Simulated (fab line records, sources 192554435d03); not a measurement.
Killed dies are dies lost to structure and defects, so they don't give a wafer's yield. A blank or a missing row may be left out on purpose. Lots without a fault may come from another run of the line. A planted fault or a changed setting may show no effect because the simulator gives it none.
Chamber matching	flow n5-finfet	4 sister chambers for N5_SDB_DESCUM_16 on rie-diel-05
The step chemistry O2, time 7.9 s. 4 wafers are shown with their chamber, then 8 later ones without.

## WAFERS PAIRED WITH THEIR CHAMBERS
wafer	chamber	drypump-motor-current-A (A)
L086.5	1	5.1
L087.1	0	6.4
L087.5	3	5.7
L091.3	2	6.0

## WAFERS MISSING THEIR CHAMBER
wafer	drypump-motor-current-A (A)
L091.4	5.6
L091.5	5.1
L092.4	5.7
L092.5	5.1
L092.6	6.4
L094.1	5.9
L094.2	5.1
L094.4	5.7

## WHICH CHAMBER EACH ONE RAN IN
wafer	from the rows above	in truth
L091.4	3	3
L091.5	1	1
L092.4	3	3
L092.5	1	1
L092.6	0	0
L094.1	2	2
L094.2	1	1
L094.4	3	3
Correctly placed: 8 of 8. Number that these rows cannot place: 0. 0 placed wrongly.
How it was worked out, from the rows above alone: a wafer's distance from a chamber is the root of the sum, over the readings, of the square of ((its reading less the chamber's mean) divided by the reading's scatter). If the next closest chamber is less than 2 further off than the closest, the wafer can't be placed; otherwise it belongs to the closest. For every chamber, the mean is computed from those of its wafers that are shown. The scatter (one wafer shown for each chamber): square how far every hidden wafer sits from the nearest shown wafer, average those squares and take the square root.
